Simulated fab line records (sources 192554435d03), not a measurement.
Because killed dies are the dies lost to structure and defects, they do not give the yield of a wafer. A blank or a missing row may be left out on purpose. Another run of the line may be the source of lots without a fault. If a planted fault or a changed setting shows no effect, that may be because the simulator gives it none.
Chamber matching | flow n5 finfet | 4 sister chambers for N5_MOL_CONTACT_COAG_ETCHBACK_134 on rie diel-06
The step etches SiO2 in CHF3, target depth 10 nm, time 6.7 s. 16 wafers are shown with their chamber, then 8 later ones without.

## WAFERS WITH THEIR CHAMBER
wafer  | chamber | rf vpp V (V) | throttle valve pct (%) | showerhead plenum p Torr (Torr)
L078.1 | 3       | 504          | 18.56                  | 2.41
L078.5 | 1       | 517          | 18.98                  | 2.46
L078.6 | 2       | 528          | 18.91                  | 2.43
L079.2 | 2       | 528          | 18.89                  | 2.42
L079.4 | 1       | 516          | 19.00                  | 2.46
L079.6 | 3       | 504          | 18.56                  | 2.41
L084.3 | 3       | 504          | 18.59                  | 2.41
L084.4 | 3       | 502          | 18.59                  | 2.41
L084.5 | 1       | 516          | 19.02                  | 2.45
L086.2 | 0       | 559          | 18.23                  | 2.32
L086.5 | 3       | 502          | 18.59                  | 2.41
L086.6 | 0       | 559          | 18.23                  | 2.32
L091.1 | 3       | 503          | 18.61                  | 2.40
L091.2 | 0       | 559          | 18.25                  | 2.32
L091.6 | 0       | 561          | 18.27                  | 2.32
L092.3 | 0       | 558          | 18.27                  | 2.31

SIGNATURES, as means of the wafers listed above
reading                  | chamber 0 | chamber 1 | chamber 2 | chamber 3 | scatter within a chamber
rf vpp V                 | 559.20    | 516.33    | 528.00    | 503.17    | 0.926
throttle valve pct       | 18.2500   | 19.0000   | 18.9000   | 18.5833   | 0.0194
showerhead plenum p Torr | 2.3180    | 2.4567    | 2.4250    | 2.4083    | 0.00483
Rule: distance of a wafer from a chamber = root of the sum over the readings of ((wafer's reading minus chamber's mean) / reading's scatter) squared. The wafer belongs to the nearest chamber; if the next one is less than 2 further off, it can't be placed. The scatter is the square root of a quotient: the sum, over the shown wafers, of each reading's squared deviation from its chamber's mean, divided by wafers minus chambers.

## WAFERS WHOSE CHAMBER IS MISSING
wafer  | rf vpp V (V) | throttle valve pct (%) | showerhead plenum p Torr (Torr)
L092.4 | 502          | 18.60                  | 2.40
L092.5 | 559          | 18.26                  | 2.31
L093.2 | 528          | 18.96                  | 2.41
L093.4 | 558          | 18.26                  | 2.31
L093.5 | 528          | 18.96                  | 2.41
L096.1 | 527          | 18.98                  | 2.41
L096.2 | 558          | 18.28                  | 2.31
L096.3 | 504          | 18.64                  | 2.40

## EACH ONE'S CHAMBER
wafer  | from the rows above | in truth
L092.4 | 3                   | 3
L092.5 | 0                   | 0
L093.2 | 2                   | 2
L093.4 | 0                   | 0
L093.5 | 2                   | 2
L096.1 | 2                   | 2
L096.2 | 0                   | 0
L096.3 | 3                   | 3
8 of 8 placed correctly. Number that these rows cannot place: 0. Placed wrongly: 0.
